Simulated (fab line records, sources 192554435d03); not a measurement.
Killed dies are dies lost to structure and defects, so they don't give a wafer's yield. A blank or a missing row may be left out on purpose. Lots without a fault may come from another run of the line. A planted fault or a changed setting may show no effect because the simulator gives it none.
Problem report in the 8D (eight disciplines) form, filled by code | flow n5_finfet | the parts of the form that need people (team, actions taken, sign-off) are left out

1. THE PROBLEM
raw_defect_count at N5_STI_FIN_REVEAL_INSPECT_13 reads a mean of 315 on 6 wafers of 2 lots; wafers without a fault read 12 with a standard deviation of 5.5. That is +55 standard deviations from the usual mean.
The step: inspects for defects (darkfield).
First seen on wafer L575.1, day 5 10:41, on defect_inspect-02. The record holds 18 wafers of 6 lots with a number at this step. Rule for "out", or "out of limits": more than 4 standard deviations from the usual mean. The other wafers with a number count as sound.

2. WHAT IT IS AND WHAT IT IS NOT
question                    | is                                   | is not
which readings at this step | raw_defect_count                     | -
which lots                  | L575, L577                           | L566, L567, L583, L587
which wafers of those lots  | all that have a number               | -
read on which gauges        | defect_inspect-01, defect_inspect-02 | -
when                        | from day 5 10:41                     | up to then (6 sound wafers); but 6 sound wafers of L583, L587 came after

3. SUSPECTS, AND WHAT RULES EACH OUT
Counting: a tool at a process step up to the reading stays a suspect if it ran every lot that is out and no sound lot after the first of them.
- the gauge at N5_STI_FIN_REVEAL_INSPECT_13: ruled out. The wafers that are out were read on 2 gauges (defect_inspect-01, defect_inspect-02).
- vapor_etch-02 at N5_STI_FIN_REVEAL_RECESS_09 (chemistry HF/NH3, target SiO2, afs cycles 11, target depth 42.5 nm, sublimation time 60 s): ruled out as a lasting fault. Sound lots L587 ran on it after its first lot that is out, L575 (day 5 07:54).
- plasma_asher-02 at N5_STI_FIN_REVEAL_OXIDATION_31 (chemistry O2 PLASMA REMOTE, time 20 s): ruled out as a lasting fault. Sound lots L583, L587 ran on it after its first lot that is out, L575 (day 5 10:03).
- plasma_asher-02 at N5_STI_FIN_REVEAL_OXIDATION_33 (chemistry O2 PLASMA REMOTE, time 20 s): ruled out as a lasting fault. Sound lots L587 ran on it after its first lot that is out, L575 (day 5 10:24).
- wet_bench-03 at N5_STI_FIN_REVEAL_CLEAN_19 (cleans in O3/DIW, time 120 s): ruled out as a lasting fault. Sound lots L587 ran on it after its first lot that is out, L575 (day 5 10:29).
Left after counting: nothing in the record.

4. THE CAUSE (what the simulator had put in)
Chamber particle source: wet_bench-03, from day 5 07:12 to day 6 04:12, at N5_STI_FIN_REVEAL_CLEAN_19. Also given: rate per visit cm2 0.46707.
Counting ruled it out, wrongly: the rule takes a fault to strike every lot that its tool runs from its start on, and this one did not.

5. THE CHAIN OF EFFECTS, in route order
Each row: a reading whose mean over the struck wafers that have a number lies more than 3 standard deviations from the usual. Only readings for which the record gives a usual standard deviation are gone through. hours: the time from each lot's start at the first step in this table that gives one to its start at this step, as a median over the lots. sigmas: the change in usual standard deviations.
hours | step                         | reading              | usual  | on struck wafers | change | sigmas
0     | N5_STI_FIN_REVEAL_INSPECT_13 | raw_defect_count     | 12     | 315              | +303   | +55
224   | N5_PASSIVATION_PROBE_49      | defect_limited_yield | 91.4 % | 84.8             | -6.6   | -4.4
224   | N5_PASSIVATION_PROBE_49      | killed_at_front_end  | 40     | 114              | +74    | +5.7
224   | N5_PASSIVATION_PROBE_49      | killed_dies          | 101    | 179              | +78    | +4.3
224   | N5_PASSIVATION_PROBE_49      | sort_bin_5_function  | 5.1 %  | 10.2             | +5.1   | +5.1
224   | N5_PASSIVATION_PROBE_49      | sort_n_pass          | 1079   | 1001             | -78    | -4.3
224   | N5_PASSIVATION_PROBE_49      | sort_yield_pct       | 91.4 % | 84.8             | -6.6   | -4.4
The process steps in it:
- N5_PASSIVATION_PROBE_49
Later measuring or inspecting steps at which every struck wafer that the step has a row for has a number for every such reading, and none has moved that far: N5_BEOL_M4_RC_MEAS_101.

6. WHAT WOULD HAVE CAUGHT IT SOONER
In this record the first reading out of limits at a measuring or inspecting step was taken at day 5 10:41, 3 hours after the fault began at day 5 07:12.
Of the tool readings at N5_STI_FIN_REVEAL_CLEAN_19 for which the record gives a usual standard deviation, none was out on any struck wafer, so an alarm limit of 4 standard deviations on them would not have fired.
